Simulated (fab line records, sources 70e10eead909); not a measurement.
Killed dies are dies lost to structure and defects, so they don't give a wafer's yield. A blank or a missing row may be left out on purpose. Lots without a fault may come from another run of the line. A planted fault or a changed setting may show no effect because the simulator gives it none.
Which tool did it? | flow nand_harc | 12 lots, 36 wafers sampled, at 3 steps of a route of 1302

WHAT THE GAUGES READ, wafer by wafer
NHARC_A_ONON_D2_THK_MEAS_18: measures by ellipsometry.
lot  | measured     | on            | thk_nm (nm)
L075 | day 13 11:16 | film_metro-02 | 1013 1011 1011
L077 | day 14 12:35 | film_metro-02 | 1002 1000 1001
L079 | day 15 02:40 | film_metro-02 | 997 999 998
L081 | day 15 21:52 | film_metro-02 | 986 986 986
L083 | day 16 08:34 | film_metro-02 | 1007 1006 1007
L085 | day 17 09:35 | film_metro-01 | 992 990 991
L087 | day 18 20:21 | film_metro-02 | 997 995 996
L089 | day 19 06:51 | film_metro-02 | 1003 1003 1002
L091 | day 19 23:11 | film_metro-02 | 1004 1004 1004
L092 | day 21 07:25 | film_metro-02 | 994 995 995
L094 | day 21 14:03 | film_metro-01 | 997 997 994
L097 | day 22 12:41 | film_metro-01 | 1023 1021 1021

WHICH TOOL RAN EACH LOT (tool, then ch and the chambers of the sampled wafers, then the start)
lot  | NHARC_A_CHANNEL_FILL_D1_ETCHBACK_08           | NHARC_A_DECK1_JOINT_ETCHBACK_00
L075 | rie_diel-13 ch 1,2, day 11 23:52 or earlier   | rie_si-04 ch 0,1,3, day 11 23:52
L077 | rie_diel-05 ch 0,3, day 12 16:48 or earlier   | rie_si-03 ch 1,2, day 12 16:48
L079 | rie_diel-10 ch 0,2,3, day 13 18:16 or earlier | rie_si-03 ch 0,1,2, day 13 18:16
L081 | rie_diel-13 ch 0,1,3, day 14 12:01 or earlier | rie_si-03 ch 0,1,2, day 14 12:01
L083 | rie_diel-13 ch 0,2,3, day 14 22:32 or earlier | rie_si-04 ch 0,1,3, day 14 22:32
L085 | rie_diel-10 ch 1,2,3, day 16 02:01 or earlier | rie_si-05 ch 0,2,3, day 16 02:01
L087 | rie_diel-05 ch 0,2,3, day 16 17:32 or earlier | rie_si-04 ch 0,1,3, day 16 17:32
L089 | rie_diel-13 ch 0,1,2, day 17 10:46 or earlier | rie_si-05 ch 0,2, day 17 10:46
L091 | rie_diel-13 ch 0,1,3, day 18 10:55 or earlier | rie_si-05 ch 0,2,3, day 18 10:55
L092 | rie_diel-13 ch 0,1,2, day 19 13:40 or earlier | rie_si-05 ch 1,2,3, day 19 13:40
L094 | rie_diel-10 ch 0,1,3, day 20 03:55 or earlier | rie_si-04 ch 0,1, day 20 03:55
L097 | rie_diel-10 ch 1,3, day 20 19:53 or earlier   | rie_si-03 ch 1,2,3, day 20 19:53
- NHARC_A_CHANNEL_FILL_D1_ETCHBACK_08: etches the open film in C4F8, target depth 220 nm, time 110 s.
- NHARC_A_DECK1_JOINT_ETCHBACK_00: etches the open film in HBr, target depth 30 nm, time 17.4 s.

THE ANSWER, worked out from the rows above alone
Rule: what is usual is taken from the lots themselves. Put in order of their means at a reading, lots are off if they are a third of the lots or fewer, leave a main group of 4 or more, and stand apart from it by a gap of 3 or more times the standard deviation of the main group's means; of several such gaps the widest counts. A main group whose means are all the same, to the digits that the tables above print for the reading, isn't used. A lot without any number at a reading at which 4 lots or more have one is off too. The other lots that the step has rows for count as sound.
No lot is off at any reading shown: from this, nothing can be told.

WHAT THE SIMULATOR HAD PUT IN
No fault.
